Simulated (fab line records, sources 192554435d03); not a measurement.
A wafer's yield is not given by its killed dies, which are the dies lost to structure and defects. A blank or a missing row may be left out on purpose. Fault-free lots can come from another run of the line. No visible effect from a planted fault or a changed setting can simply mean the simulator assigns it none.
What tool caused it? :: flow n5 finfet :: Sampling: 24 lots, 72 wafers, 6 of 1938 route steps

## WHAT THE GAUGES SHOWED, per wafer
N5_BEOL_M6_THK_MEAS_53: measures by xrf. Usual: for M6_THK the level is 78.5 nm and the standard deviation is 1.7.
lot: L075
measured: day 9 11:05
on: film metro-02
M6_THK (nm): 78.4 79.9 76.5
flag: 

lot: L074
measured: day 9 11:21
on: film metro-01
M6_THK (nm): 78.4 77.2 79.4
flag: 

lot: L076
measured: day 9 14:01
on: film metro-02
M6_THK (nm): 79.2 77.5 79.0
flag: 

lot: L077
measured: day 9 20:28
on: film metro-01
M6_THK (nm): 76.0 77.0 77.1
flag: 

lot: L078
measured: day 9 20:55
on: film metro-01
M6_THK (nm): 76.8 79.3 77.7
flag: 

lot: L079
measured: day 9 22:32
on: film metro-02
M6_THK (nm): 78.2 78.6 76.9
flag: 

lot: L080
measured: day 10 14:43
on: film metro-02
M6_THK (nm): 83.7 81.9 79.4
flag: 

lot: L081
measured: day 10 18:45
on: film metro-02
M6_THK (nm): 79.9 80.6 78.9
flag: 

lot: L082
measured: day 11 07:29
on: film metro-02
M6_THK (nm): 77.7 78.4 77.1
flag: 

lot: L083
measured: day 11 14:39
on: film metro-02
M6_THK (nm): 78.6 82.7 80.0
flag: 

lot: L084
measured: day 11 19:12
on: film metro-02
M6_THK (nm): 78.8 79.2 77.4
flag: 

lot: L085
measured: day 11 23:10
on: film metro-01
M6_THK (nm): 78.8 80.7 79.1
flag: 

lot: L087
measured: day 12 09:54
on: film metro-02
M6_THK (nm): 77.2 77.4 77.2
flag: 

lot: L088
measured: day 12 10:31
on: film metro-02
M6_THK (nm): 79.2 78.6 80.3
flag: 

lot: L086
measured: day 12 12:47
on: film metro-01
M6_THK (nm): 77.0 77.2 78.3
flag: 

lot: L089
measured: day 12 13:10
on: film metro-01
M6_THK (nm): 80.3 81.3 80.4
flag: 

lot: L090
measured: day 13 00:22
on: film metro-01
M6_THK (nm): 79.5 79.7 78.5
flag: 

lot: L092
measured: day 13 12:43
on: film metro-01
M6_THK (nm): 77.7 78.3 76.6
flag: 

lot: L091
measured: day 13 15:04
on: film metro-02
M6_THK (nm): 77.0 77.9 76.6
flag: 

lot: L093
measured: day 13 17:25
on: film metro-02
M6_THK (nm): 79.0 80.7 78.8
flag: 

lot: L094
measured: day 14 02:23
on: film metro-02
M6_THK (nm): 77.6 79.2 77.6
flag: 

lot: L095
measured: day 14 02:53
on: film metro-02
M6_THK (nm): 76.8 76.7 76.6
flag: 

lot: L096
measured: day 14 10:39
on: film metro-01
M6_THK (nm): 75.9 77.6 76.9
flag: 

lot: L097
measured: day 14 15:14
on: film metro-01
M6_THK (nm): 79.1 76.9 79.6
flag: 

N5_BEOL_M7_OVL_MEAS_12. Usual: for M7_OVL the level is -0.3 nm and the standard deviation is 0.81.
lot: L075
measured: day 9 12:29
on: overlay-01
M7_OVL (nm): 1.1 0.6 0.5
flag: 

lot: L074
measured: day 9 14:17
on: overlay-02
M7_OVL (nm): 0.1 -0.1 0.0
flag: 

lot: L076
measured: day 9 17:30
on: overlay-01
M7_OVL (nm): 0.0 -0.2 -0.5
flag: 

lot: L077
measured: day 9 22:25
on: overlay-01
M7_OVL (nm): -0.3 0.4 -1.4
flag: 

lot: L078
measured: day 10 00:02
on: overlay-02
M7_OVL (nm): -0.7 -0.2 -0.1
flag: 

lot: L079
measured: day 10 03:43
on: overlay-02
M7_OVL (nm): 0.9 1.4 1.0
flag: 

lot: L080
measured: day 10 16:07
on: overlay-01
M7_OVL (nm): -2.0 -1.9 -0.9
flag: 

lot: L081
measured: day 10 22:14
on: overlay-02
M7_OVL (nm): -0.4 -0.3 -1.1
flag: 

lot: L082
measured: day 11 12:08
on: overlay-01
M7_OVL (nm): 0.1 0.4 -1.0
flag: 

lot: L083
measured: day 11 16:03
on: overlay-02
M7_OVL (nm): -1.3 -2.9 -1.3
flag: 

lot: L084
measured: day 11 22:28
on: overlay-01
M7_OVL (nm): -1.2 -0.6 -0.8
flag: 

lot: L085
measured: day 12 04:39
on: overlay-01
M7_OVL (nm): -1.0 -1.0 -0.4
flag: 

lot: L087
measured: day 12 11:42
on: overlay-02
M7_OVL (nm): -0.4 -0.6 -1.1
flag: 

lot: L088
measured: day 12 12:04
on: overlay-01
M7_OVL (nm): -0.2 0.7 -1.4
flag: 

lot: L086
measured: day 12 15:56
on: overlay-02
M7_OVL (nm): -1.1 -1.0 -1.4
flag: 

lot: L089
measured: day 12 15:46
on: overlay-02
M7_OVL (nm): -0.2 -1.0 -0.1
flag: 

lot: L090
measured: day 13 02:28
on: overlay-01
M7_OVL (nm): 0.4 0.0 -0.6
flag: 

lot: L092
measured: day 13 16:18
on: overlay-01
M7_OVL (nm): -0.7 -0.6 -0.3
flag: 

lot: L091
measured: day 13 19:14
on: overlay-02
M7_OVL (nm): 0.5 -0.1 -0.8
flag: 

lot: L093
measured: day 13 19:44
on: overlay-01
M7_OVL (nm): -0.3 0.2 -0.5
flag: 

lot: L094
measured: day 14 05:56
on: overlay-02
M7_OVL (nm): 0.5 -1.2 -0.2
flag: 

lot: L095
measured: day 14 04:49
on: overlay-02
M7_OVL (nm): 0.3 1.2 0.2
flag: 

lot: L096
measured: day 14 14:23
on: overlay-01
M7_OVL (nm): -0.6 1.2 -0.5
flag: 

lot: L097
measured: day 14 16:51
on: overlay-01
M7_OVL (nm): -0.2 -0.1 0.1
flag: 

N5_BEOL_M7_OCD_MEAS_38. Usual: trench depth nm at 93.1 nm, with a standard deviation of 1.5.
lot: L075
measured: day 9 13:59
on: ocd-01
trench depth nm (nm): 92.0 92.1 91.3
flag: 

lot: L074
measured: day 9 17:30
on: ocd-01
trench depth nm (nm): 92.0 93.4 94.0
flag: 

lot: L076
measured: day 9 19:29
on: ocd-02
trench depth nm (nm): 94.6 92.3 92.4
flag: 

lot: L077
measured: day 9 23:55
on: ocd-01
trench depth nm (nm): 93.5 95.4 95.0
flag: 

lot: L078
measured: day 10 03:08
on: ocd-02
trench depth nm (nm): 93.9 93.3 92.7
flag: 

lot: L079
measured: day 10 05:23
on: ocd-02
trench depth nm (nm): 93.5 92.3 92.0
flag: 

lot: L080
measured: day 10 17:43
on: ocd-01
trench depth nm (nm): 92.8 90.8 91.4
flag: 

lot: L081
measured: day 11 01:56
on: ocd-02
trench depth nm (nm): 92.3 92.0 91.5
flag: 

lot: L082
measured: day 11 14:44
on: ocd-02
trench depth nm (nm): 93.5 92.9 94.7
flag: 

lot: L083
measured: day 11 18:41
on: ocd-01
trench depth nm (nm): 91.9 94.4 93.1
flag: 

lot: L084
measured: day 12 04:09
on: ocd-01
trench depth nm (nm): 94.7 92.7 92.5
flag: 

lot: L085
measured: day 12 07:45
on: ocd-01
trench depth nm (nm): 92.4 91.0 95.1
flag: 

lot: L087
measured: day 12 16:56
on: ocd-02
trench depth nm (nm): 92.5 92.3 93.0
flag: 

lot: L088
measured: day 12 17:24
on: ocd-01
trench depth nm (nm): 92.9 91.1 95.6
flag: 

lot: L086
measured: day 12 21:28
on: ocd-01
trench depth nm (nm): 93.5 92.6 93.0
flag: 

lot: L089
measured: day 12 20:48
on: ocd-02
trench depth nm (nm): 93.3 90.8 93.3
flag: 

lot: L090
measured: day 13 04:40
on: ocd-01
trench depth nm (nm): 92.2 89.4 89.4
flag: 

lot: L092
measured: day 13 18:52
on: ocd-02
trench depth nm (nm): 93.7 92.1 91.8
flag: 

lot: L091
measured: day 13 20:57
on: ocd-02
trench depth nm (nm): 93.4 90.5 93.6
flag: 

lot: L093
measured: day 13 22:34
on: ocd-01
trench depth nm (nm): 97.0 94.4 96.1
flag: 

lot: L094
measured: day 14 07:47
on: ocd-02
trench depth nm (nm): 94.7 92.4 93.8
flag: 

lot: L095
measured: day 14 06:23
on: ocd-02
trench depth nm (nm): 94.9 90.7 92.3
flag: 

lot: L096
measured: day 14 15:56
on: ocd-02
trench depth nm (nm): 96.6 92.1 95.6
flag: 

lot: L097
measured: day 14 20:28
on: ocd-02
trench depth nm (nm): 93.8 93.7 92.4
flag: 

## WHAT TOOL EACH LOT RAN ON (gives the tool, then ch and the chambers of the sampled wafers, and finally the start)
lot: L075
N5_BEOL_M7_ILD_DEP_00: pecvd-01 ch 0,1,2, day 9 11:16
N5_BEOL_M7_CURE_74: uv cure-02 ch 2, day 9 11:29
N5_BEOL_M7_TRENCH_ETCH_37: rie diel-06 ch 0,1, day 9 13:59 or earlier

lot: L074
N5_BEOL_M7_ILD_DEP_00: pecvd-01 ch 0,2, day 9 11:32
N5_BEOL_M7_CURE_74: uv cure-02 ch 1, day 9 11:58
N5_BEOL_M7_TRENCH_ETCH_37: rie diel-06 ch 0,2,3, day 9 17:30 or earlier

lot: L076
N5_BEOL_M7_ILD_DEP_00: pecvd-01 ch 0,1,2, day 9 14:13
N5_BEOL_M7_CURE_74: uv cure-01 ch 0, day 9 14:26
N5_BEOL_M7_TRENCH_ETCH_37: rie diel-02 ch 0,2, day 9 19:29 or earlier

lot: L077
N5_BEOL_M7_ILD_DEP_00: pecvd-01 ch 1,2, day 9 20:40
N5_BEOL_M7_CURE_74: uv cure-01 ch 1, day 9 20:44
N5_BEOL_M7_TRENCH_ETCH_37: rie diel-04 ch 2,3, day 9 23:55 or earlier

lot: L078
N5_BEOL_M7_ILD_DEP_00: pecvd-03 ch 0,1,2, day 9 21:08
N5_BEOL_M7_CURE_74: uv cure-03 ch 2, day 9 21:46
N5_BEOL_M7_TRENCH_ETCH_37: rie diel-06 ch 0,1, day 10 03:08 or earlier

lot: L079
N5_BEOL_M7_ILD_DEP_00: pecvd-01 ch 0,1,2, day 9 22:46
N5_BEOL_M7_CURE_74: uv cure-01 ch 1, day 9 23:46
N5_BEOL_M7_TRENCH_ETCH_37: rie diel-02 ch 1,2, day 10 05:23 or earlier

lot: L080
N5_BEOL_M7_ILD_DEP_00: pecvd-03 ch 0,1,2, day 10 14:54
N5_BEOL_M7_CURE_74: uv cure-02 ch 0, day 10 15:02
N5_BEOL_M7_TRENCH_ETCH_37: rie diel-02 ch 0,1, day 10 17:43 or earlier

lot: L081
N5_BEOL_M7_ILD_DEP_00: pecvd-04 ch 1,2, day 10 18:59
N5_BEOL_M7_CURE_74: uv cure-03 ch 2, day 10 19:02
N5_BEOL_M7_TRENCH_ETCH_37: rie diel-02 ch 0,2, day 11 01:56 or earlier

lot: L082
N5_BEOL_M7_ILD_DEP_00: pecvd-03 ch 1,2, day 11 07:41
N5_BEOL_M7_CURE_74: uv cure-02 ch 0, day 11 07:45
N5_BEOL_M7_TRENCH_ETCH_37: rie diel-02 ch 1,2,3, day 11 14:44 or earlier

lot: L083
N5_BEOL_M7_ILD_DEP_00: pecvd-01 ch 0,2, day 11 14:50
N5_BEOL_M7_CURE_74: uv cure-03 ch 0, day 11 14:55
N5_BEOL_M7_TRENCH_ETCH_37: rie diel-02 ch 1,2,3, day 11 18:41 or earlier

lot: L084
N5_BEOL_M7_ILD_DEP_00: pecvd-03 ch 0,1,2, day 11 19:23
N5_BEOL_M7_CURE_74: uv cure-01 ch 1, day 11 19:32
N5_BEOL_M7_TRENCH_ETCH_37: rie diel-02 ch 1,2,3, day 12 04:09 or earlier

lot: L085
N5_BEOL_M7_ILD_DEP_00: pecvd-03 ch 0,1, day 11 23:23
N5_BEOL_M7_CURE_74: uv cure-02 ch 1, day 11 23:37
N5_BEOL_M7_TRENCH_ETCH_37: rie diel-02 ch 0,2,3, day 12 07:45 or earlier

lot: L087
N5_BEOL_M7_ILD_DEP_00: pecvd-01 ch 0,2, day 12 10:06
N5_BEOL_M7_CURE_74: uv cure-03 ch 1, day 12 10:15
N5_BEOL_M7_TRENCH_ETCH_37: rie diel-02 ch 0,1,2, day 12 16:56 or earlier

lot: L088
N5_BEOL_M7_ILD_DEP_00: pecvd-01 ch 0,1,2, day 12 10:43
N5_BEOL_M7_CURE_74: uv cure-03 ch 1, day 12 11:00
N5_BEOL_M7_TRENCH_ETCH_37: rie diel-02 ch 0,1,3, day 12 17:24 or earlier

lot: L086
N5_BEOL_M7_ILD_DEP_00: pecvd-01 ch 2, day 12 12:58
N5_BEOL_M7_CURE_74: uv cure-01 ch 2, day 12 13:22
N5_BEOL_M7_TRENCH_ETCH_37: rie diel-06 ch 2,3, day 12 21:28 or earlier

lot: L089
N5_BEOL_M7_ILD_DEP_00: pecvd-01 ch 1,2, day 12 13:21
N5_BEOL_M7_CURE_74: uv cure-02 ch 0, day 12 13:26
N5_BEOL_M7_TRENCH_ETCH_37: rie diel-02 ch 0,1,2, day 12 20:48 or earlier

lot: L090
N5_BEOL_M7_ILD_DEP_00: pecvd-04 ch 1,2, day 13 00:34
N5_BEOL_M7_CURE_74: uv cure-03 ch 0, day 13 00:38
N5_BEOL_M7_TRENCH_ETCH_37: rie diel-02 ch 0,2, day 13 04:40 or earlier

lot: L092
N5_BEOL_M7_ILD_DEP_00: pecvd-03 ch 1,2, day 13 12:55
N5_BEOL_M7_CURE_74: uv cure-02 ch 0, day 13 13:17
N5_BEOL_M7_TRENCH_ETCH_37: rie diel-06 ch 0,3, day 13 18:52 or earlier

lot: L091
N5_BEOL_M7_ILD_DEP_00: pecvd-04 ch 0,1,2, day 13 15:15
N5_BEOL_M7_CURE_74: uv cure-02 ch 2, day 13 15:19
N5_BEOL_M7_TRENCH_ETCH_37: rie diel-06 ch 0,2,3, day 13 20:57 or earlier

lot: L093
N5_BEOL_M7_ILD_DEP_00: pecvd-04 ch 0,1,2, day 13 17:37
N5_BEOL_M7_CURE_74: uv cure-03 ch 2, day 13 17:41
N5_BEOL_M7_TRENCH_ETCH_37: rie diel-06 ch 0,1, day 13 22:34 or earlier

lot: L094
N5_BEOL_M7_ILD_DEP_00: pecvd-01 ch 0,1,2, day 14 02:35
N5_BEOL_M7_CURE_74: uv cure-02 ch 2, day 14 02:38
N5_BEOL_M7_TRENCH_ETCH_37: rie diel-02 ch 0,2,3, day 14 07:47 or earlier

lot: L095
N5_BEOL_M7_ILD_DEP_00: pecvd-01 ch 0,1,2, day 14 03:05
N5_BEOL_M7_CURE_74: uv cure-03 ch 0, day 14 03:14
N5_BEOL_M7_TRENCH_ETCH_37: rie diel-02 ch 0,2,3, day 14 06:23 or earlier

lot: L096
N5_BEOL_M7_ILD_DEP_00: pecvd-03 ch 1,2, day 14 10:51
N5_BEOL_M7_CURE_74: uv cure-01 ch 2, day 14 11:04
N5_BEOL_M7_TRENCH_ETCH_37: rie diel-02 ch 1,2, day 14 15:56 or earlier

lot: L097
N5_BEOL_M7_ILD_DEP_00: pecvd-04 ch 1,2, day 14 15:27
N5_BEOL_M7_CURE_74: uv cure-01 ch 1, day 14 15:45
N5_BEOL_M7_TRENCH_ETCH_37: rie diel-06 ch 2,3, day 14 20:28 or earlier
- N5_BEOL_M7_ILD_DEP_00: deposits SiCOH lowk from DEMS/porogen, target thk 179.75 nm, time 33.4 s.
- N5_BEOL_M7_CURE_74: cures SiCOH lowk, time 240 s.
- N5_BEOL_M7_TRENCH_ETCH_37: etches SiCOH lowk in C4F6/O2, target depth 93.478 nm, time 31.2 s.

## AS READ BY THE TOOLS THEMSELVES (means over the sampled wafers that have a number; for cases with no such wafer, the mark the record gives instead)
N5_BEOL_M7_ILD_DEP_00. Usual: heater power outer w 159 W, standard deviation 27; heater power w 330 W, standard deviation 40; showerhead plenum p Torr 5.736 Torr, standard deviation 0.028; throttle valve pct 13.8 %, standard deviation 0.71.
lot: L075
tool: pecvd-01
heater power outer w (W): 149
heater power w (W): 316
showerhead plenum p Torr (Torr): 5.717
throttle valve pct (%): 13.9
flag: 

lot: L074
tool: pecvd-01
heater power outer w (W): 145
heater power w (W): 310
showerhead plenum p Torr (Torr): 5.702
throttle valve pct (%): 13.7
flag: 

lot: L076
tool: pecvd-01
heater power outer w (W): 158
heater power w (W): 327
showerhead plenum p Torr (Torr): 5.728
throttle valve pct (%): 14.0
flag: 

lot: L077
tool: pecvd-01
heater power outer w (W): 181
heater power w (W): 362
showerhead plenum p Torr (Torr): 5.720
throttle valve pct (%): 13.5
flag: 

lot: L078
tool: pecvd-03
heater power outer w (W): 140
heater power w (W): 315
showerhead plenum p Torr (Torr): 5.745
throttle valve pct (%): 13.3
flag: 

lot: L079
tool: pecvd-01
heater power outer w (W): 166
heater power w (W): 335
showerhead plenum p Torr (Torr): 5.724
throttle valve pct (%): 13.8
flag: 

lot: L080
tool: pecvd-03
heater power outer w (W): 145
heater power w (W): 324
showerhead plenum p Torr (Torr): 5.740
throttle valve pct (%): 13.5
flag: 

lot: L081
tool: pecvd-04
heater power outer w (W): 150
heater power w (W): 327
showerhead plenum p Torr (Torr): 5.745
throttle valve pct (%): 14.4
flag: 

lot: L082
tool: pecvd-03
heater power outer w (W): 145
heater power w (W): 303
showerhead plenum p Torr (Torr): 5.736
throttle valve pct (%): 13.1
flag: 

lot: L083
tool: pecvd-01
heater power outer w (W): 152
heater power w (W): 316
showerhead plenum p Torr (Torr): 5.701
throttle valve pct (%): 13.5
flag: 

lot: L084
tool: pecvd-03
heater power outer w (W): 140
heater power w (W): 313
showerhead plenum p Torr (Torr): 5.741
throttle valve pct (%): 13.6
flag: 

lot: L085
tool: pecvd-03
heater power outer w (W): 129
heater power w (W): 290
showerhead plenum p Torr (Torr): 5.738
throttle valve pct (%): 13.5
flag: 

lot: L087
tool: pecvd-01
heater power outer w (W): 136
heater power w (W): 298
showerhead plenum p Torr (Torr): 5.703
throttle valve pct (%): 14.0
flag: 

lot: L088
tool: pecvd-01
heater power outer w (W): 154
heater power w (W): 321
showerhead plenum p Torr (Torr): 5.732
throttle valve pct (%): 14.0
flag: 

lot: L086
tool: pecvd-01
heater power outer w (W): 134
heater power w (W): 298
showerhead plenum p Torr (Torr): 5.697
throttle valve pct (%): 13.2
flag: 

lot: L089
tool: pecvd-01
heater power outer w (W): 155
heater power w (W): 329
showerhead plenum p Torr (Torr): 5.735
throttle valve pct (%): 13.6
flag: 

lot: L090
tool: pecvd-04
heater power outer w (W): 191
heater power w (W): 383
showerhead plenum p Torr (Torr): 5.751
throttle valve pct (%): 14.2
flag: 

lot: L092
tool: pecvd-03
heater power outer w (W): 148
heater power w (W): 305
showerhead plenum p Torr (Torr): 5.725
throttle valve pct (%): 13.2
flag: 

lot: L091
tool: pecvd-04
heater power outer w (W): 171
heater power w (W): 341
showerhead plenum p Torr (Torr): 5.744
throttle valve pct (%): 13.8
flag: 

lot: L093
tool: pecvd-04
heater power outer w (W): 175
heater power w (W): 345
showerhead plenum p Torr (Torr): 5.760
throttle valve pct (%): 13.9
flag: 

lot: L094
tool: pecvd-01
heater power outer w (W): 174
heater power w (W): 349
showerhead plenum p Torr (Torr): 5.725
throttle valve pct (%): 13.9
flag: 

lot: L095
tool: pecvd-01
heater power outer w (W): 164
heater power w (W): 336
showerhead plenum p Torr (Torr): 5.719
throttle valve pct (%): 14.1
flag: 

lot: L096
tool: pecvd-03
heater power outer w (W): 154
heater power w (W): 310
showerhead plenum p Torr (Torr): 5.724
throttle valve pct (%): 13.1
flag: 

lot: L097
tool: pecvd-04
heater power outer w (W): 164
heater power w (W): 339
showerhead plenum p Torr (Torr): 5.755
throttle valve pct (%): 13.7
flag: 

N5_BEOL_M7_CURE_74. Usual: lamp power pct 52.32 %, standard deviation 0.054; wafer_temp_C_max 387.0, standard deviation 0.71.
lot: L075
tool: uv cure-02
lamp power pct (%): 52.29
wafer_temp_C_max: 387.5
flag: 

lot: L074
tool: uv cure-02
lamp power pct (%): 52.29
wafer_temp_C_max: 386.0
flag: 

lot: L076
tool: uv cure-01
lamp power pct (%): 52.28
wafer_temp_C_max: 385.8
flag: 

lot: L077
tool: uv cure-01
lamp power pct (%): 52.38
wafer_temp_C_max: 386.9
flag: 

lot: L078
tool: uv cure-03
lamp power pct (%): 52.28
wafer_temp_C_max: 386.6
flag: 

lot: L079
tool: uv cure-01
lamp power pct (%): 52.33
wafer_temp_C_max: 386.8
flag: 

lot: L080
tool: uv cure-02
lamp power pct (%): 52.30
wafer_temp_C_max: 387.7
flag: 

lot: L081
tool: uv cure-03
lamp power pct (%): 52.32
wafer_temp_C_max: 386.6
flag: 

lot: L082
tool: uv cure-02
lamp power pct (%): 52.32
wafer_temp_C_max: 387.9
flag: 

lot: L083
tool: uv cure-03
lamp power pct (%): 52.32
wafer_temp_C_max: 386.7
flag: 

lot: L084
tool: uv cure-01
lamp power pct (%): 52.32
wafer_temp_C_max: 387.0
flag: 

lot: L085
tool: uv cure-02
lamp power pct (%): 52.31
wafer_temp_C_max: 385.7
flag: 

lot: L087
tool: uv cure-03
lamp power pct (%): 52.27
wafer_temp_C_max: 386.6
flag: 

lot: L088
tool: uv cure-03
lamp power pct (%): 52.31
wafer_temp_C_max: 386.5
flag: 

lot: L086
tool: uv cure-01
lamp power pct (%): 52.34
wafer_temp_C_max: 387.8
flag: 

lot: L089
tool: uv cure-02
lamp power pct (%): 52.31
wafer_temp_C_max: 386.9
flag: 

lot: L090
tool: uv cure-03
lamp power pct (%): 52.30
wafer_temp_C_max: 387.4
flag: 

lot: L092
tool: uv cure-02
lamp power pct (%): 52.35
wafer_temp_C_max: 387.2
flag: 

lot: L091
tool: uv cure-02
lamp power pct (%): 52.29
wafer_temp_C_max: 386.8
flag: 

lot: L093
tool: uv cure-03
lamp power pct (%): 52.28
wafer_temp_C_max: 386.6
flag: 

lot: L094
tool: uv cure-02
lamp power pct (%): 52.35
wafer_temp_C_max: 387.4
flag: 

lot: L095
tool: uv cure-03
lamp power pct (%): 52.28
wafer_temp_C_max: 387.0
flag: 

lot: L096
tool: uv cure-01
lamp power pct (%): 52.29
wafer_temp_C_max: 388.9
flag: 

lot: L097
tool: uv cure-01
lamp power pct (%): 52.35
wafer_temp_C_max: 386.9
flag: 

N5_BEOL_M7_TRENCH_ETCH_37. Usual: drypump motor current A 5.80 A, standard deviation 0.28; mfc ar sccm 299.9 sccm, standard deviation 0.85; oes product au 0.77 a.u., standard deviation 0.091; rf vpp V 667 V, standard deviation 5.4; showerhead plenum p Torr 2.83 Torr, standard deviation 0.074; throttle valve pct 21.02 %, standard deviation 0.24.
lot: L075
tool: rie diel-06
drypump motor current A (A): 5.93
mfc ar sccm (sccm): 299.8
oes product au (a.u.): 0.69
rf vpp V (V): 676
showerhead plenum p Torr (Torr): 2.91
throttle valve pct (%): 21.06
flag: 

lot: L074
tool: rie diel-06
drypump motor current A (A): 5.91
mfc ar sccm (sccm): 298.8
oes product au (a.u.): 0.74
rf vpp V (V): 672
showerhead plenum p Torr (Torr): 2.87
throttle valve pct (%): 21.15
flag: 

lot: L076
tool: rie diel-02
drypump motor current A (A): 5.84
mfc ar sccm (sccm): 300.0
oes product au (a.u.): 0.76
rf vpp V (V): 665
showerhead plenum p Torr (Torr): 2.81
throttle valve pct (%): 21.05
flag: 

lot: L077
tool: rie diel-04
drypump motor current A (A): 5.59
mfc ar sccm (sccm): 300.2
oes product au (a.u.): 0.78
rf vpp V (V): 663
showerhead plenum p Torr (Torr): 2.81
throttle valve pct (%): 20.87
flag: 

lot: L078
tool: rie diel-06
drypump motor current A (A): 5.88
mfc ar sccm (sccm): 298.8
oes product au (a.u.): 0.69
rf vpp V (V): 673
showerhead plenum p Torr (Torr): 2.91
throttle valve pct (%): 21.17
flag: 

lot: L079
tool: rie diel-02
drypump motor current A (A): 5.51
mfc ar sccm (sccm): 300.2
oes product au (a.u.): 0.74
rf vpp V (V): 664
showerhead plenum p Torr (Torr): 2.76
throttle valve pct (%): 20.92
flag: 

lot: L080
tool: rie diel-02
drypump motor current A (A): 6.03
mfc ar sccm (sccm): 299.6
oes product au (a.u.): 0.72
rf vpp V (V): 667
showerhead plenum p Torr (Torr): 2.83
throttle valve pct (%): 21.22
flag: 

lot: L081
tool: rie diel-02
drypump motor current A (A): 5.84
mfc ar sccm (sccm): 299.5
oes product au (a.u.): 0.75
rf vpp V (V): 665
showerhead plenum p Torr (Torr): 2.80
throttle valve pct (%): 21.06
flag: 

lot: L082
tool: rie diel-02
drypump motor current A (A): 5.59
mfc ar sccm (sccm): 299.6
oes product au (a.u.): 0.81
rf vpp V (V): 663
showerhead plenum p Torr (Torr): 2.82
throttle valve pct (%): 20.93
flag: 

lot: L083
tool: rie diel-02
drypump motor current A (A): 5.61
mfc ar sccm (sccm): 301.2
oes product au (a.u.): 0.81
rf vpp V (V): 663
showerhead plenum p Torr (Torr): 2.82
throttle valve pct (%): 20.94
flag: 

lot: L084
tool: rie diel-02
drypump motor current A (A): 5.60
mfc ar sccm (sccm): 300.3
oes product au (a.u.): 0.80
rf vpp V (V): 663
showerhead plenum p Torr (Torr): 2.81
throttle valve pct (%): 20.93
flag: 

lot: L085
tool: rie diel-02
drypump motor current A (A): 5.67
mfc ar sccm (sccm): 300.0
oes product au (a.u.): 0.82
rf vpp V (V): 663
showerhead plenum p Torr (Torr): 2.82
throttle valve pct (%): 20.92
flag: 

lot: L087
tool: rie diel-02
drypump motor current A (A): 5.76
mfc ar sccm (sccm): 300.1
oes product au (a.u.): 0.73
rf vpp V (V): 665
showerhead plenum p Torr (Torr): 2.79
throttle valve pct (%): 21.11
flag: 

lot: L088
tool: rie diel-02
drypump motor current A (A): 5.86
mfc ar sccm (sccm): 299.8
oes product au (a.u.): 0.79
rf vpp V (V): 666
showerhead plenum p Torr (Torr): 2.84
throttle valve pct (%): 21.10
flag: 

lot: L086
tool: rie diel-06
drypump motor current A (A): 5.91
mfc ar sccm (sccm): 299.0
oes product au (a.u.): 0.73
rf vpp V (V): 672
showerhead plenum p Torr (Torr): 2.87
throttle valve pct (%): 21.12
flag: 

lot: L089
tool: rie diel-02
drypump motor current A (A): 5.77
mfc ar sccm (sccm): 300.1
oes product au (a.u.): 0.71
rf vpp V (V): 666
showerhead plenum p Torr (Torr): 2.79
throttle valve pct (%): 21.11
flag: 

lot: L090
tool: rie diel-02
drypump motor current A (A): 5.84
mfc ar sccm (sccm): 299.6
oes product au (a.u.): 0.72
rf vpp V (V): 665
showerhead plenum p Torr (Torr): 2.79
throttle valve pct (%): 21.09
flag: 

lot: L092
tool: rie diel-06
drypump motor current A (A): 6.06
mfc ar sccm (sccm): 300.0
oes product au (a.u.): 0.81
rf vpp V (V): 671
showerhead plenum p Torr (Torr): 2.79
throttle valve pct (%): 21.06
flag: 

lot: L091
tool: rie diel-06
drypump motor current A (A): 5.91
mfc ar sccm (sccm): 299.4
oes product au (a.u.): 0.78
rf vpp V (V): 671
showerhead plenum p Torr (Torr): 2.86
throttle valve pct (%): 21.08
flag: 

lot: L093
tool: rie diel-06
drypump motor current A (A): 5.92
mfc ar sccm (sccm): 299.8
oes product au (a.u.): 0.91
rf vpp V (V): 675
showerhead plenum p Torr (Torr): 2.90
throttle valve pct (%): 20.71
flag: 

lot: L094
tool: rie diel-02
drypump motor current A (A): 5.66
mfc ar sccm (sccm): 299.8
oes product au (a.u.): 0.79
rf vpp V (V): 662
showerhead plenum p Torr (Torr): 2.82
throttle valve pct (%): 20.95
flag: 

lot: L095
tool: rie diel-02
drypump motor current A (A): 5.66
mfc ar sccm (sccm): 299.6
oes product au (a.u.): 0.79
rf vpp V (V): 662
showerhead plenum p Torr (Torr): 2.82
throttle valve pct (%): 20.94
flag: 

lot: L096
tool: rie diel-02
drypump motor current A (A): 5.70
mfc ar sccm (sccm): 299.0
oes product au (a.u.): 0.88
rf vpp V (V): 665
showerhead plenum p Torr (Torr): 2.77
throttle valve pct (%): 20.89
flag: 

lot: L097
tool: rie diel-06
drypump motor current A (A): 5.91
mfc ar sccm (sccm): 299.9
oes product au (a.u.): 0.72
rf vpp V (V): 672
showerhead plenum p Torr (Torr): 2.87
throttle valve pct (%): 21.13
flag: 

## THE ANSWER, worked out from the rows above alone
Rule: lot off if the mean of its wafers having a number is beyond 3 standard deviations from the usual mean. Also off: a lot with no number at a reading for which 4 or more lots have one. Any other lot the step has rows for is counted as sound. First the gauges in route order, then the tools' own readings, where a lot's mean is used as printed above. At the first step where some lot is off, the reading lying furthest off is the one used; lots without a number count as furthest.
No lot is off on any of the readings shown, so nothing can be concluded from this.

## WHAT THE SIMULATOR HAD PUT IN
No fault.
